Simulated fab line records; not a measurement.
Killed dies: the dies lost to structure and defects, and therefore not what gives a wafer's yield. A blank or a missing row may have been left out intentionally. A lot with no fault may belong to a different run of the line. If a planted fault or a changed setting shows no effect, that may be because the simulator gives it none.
Chamber matching -- flow n5Finfet -- N5_BEOL_M15_ETCH_59 on rieDiel-04 has 4 sister chambers
The step etches BARC in N2/H2, target depth 89 nm, overetch 26.7 nm, time 67.9 s. 18 wafers are shown with their chamber, then 9 later ones without.

WAFERS PAIRED WITH THEIR CHAMBERS
wafer,chamber,drypumpMotorCurrentA (A),showerheadPlenumPTorr (Torr),throttleValvePct (%)
L076.2,3,6.5,2.53,17.92
L076.4,2,6.5,2.52,17.95
L076.5,3,6.5,2.53,17.92
L075.3,3,6.5,2.53,17.91
L075.5,0,5.4,2.68,17.72
L075.6,3,6.5,2.53,17.92
L077.2,2,6.5,2.52,17.94
L077.4,1,6.2,2.54,18.15
L077.5,0,5.5,2.68,17.72
L082.1,2,6.5,2.51,17.96
L082.3,0,5.4,2.68,17.73
L082.4,1,6.2,2.53,18.17
L085.3,1,6.2,2.53,18.18
L085.4,2,6.5,2.51,17.99
L085.6,1,6.3,2.53,18.18
L090.1,1,6.2,2.53,18.19
L090.2,0,5.5,2.67,17.78
L090.4,3,6.5,2.52,17.96

SIGNATURES, as means of the wafers listed above
reading,chamber 0,chamber 1,chamber 2,chamber 3,scatter within a chamber
drypumpMotorCurrentA,5.450,6.220,6.500,6.500,0.0359
showerheadPlenumPTorr,2.6775,2.5320,2.5150,2.5280,0.00489
throttleValvePct,17.7375,18.1740,17.9600,17.9260,0.0212
Rule: distance of a wafer from a chamber = root of the sum over the readings of ((wafer's reading minus chamber's mean) / reading's scatter) squared. If the next closest chamber is less than 2 further off than the closest, the wafer can't be placed; otherwise it belongs to the closest. The scatter is the square root of a quotient: the sum, over the shown wafers, of each reading's squared deviation from its chamber's mean, divided by wafers minus chambers.

WAFERS WITH NO CHAMBER GIVEN
wafer,drypumpMotorCurrentA (A),showerheadPlenumPTorr (Torr),throttleValvePct (%)
L091.1,6.2,2.52,18.20
L091.2,5.5,2.67,17.78
L091.4,5.5,2.67,17.78
L092.1,5.4,2.67,17.78
L092.2,6.5,2.51,17.96
L092.6,6.5,2.51,17.98
L096.1,5.4,2.66,17.79
L096.5,5.4,2.66,17.80
L096.6,6.5,2.51,17.99

THE CHAMBER EACH PASSED THROUGH
wafer,from the rows above,in truth
L091.1,1,1
L091.2,0,0
L091.4,0,0
L092.1,0,0
L092.2,2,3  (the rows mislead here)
L092.6,2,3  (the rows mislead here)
L096.1,0,0
L096.5,0,0
L096.6,2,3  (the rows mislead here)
6 of 9 placed correctly. From these rows, 0 cannot be placed. Wrongly placed: 3.
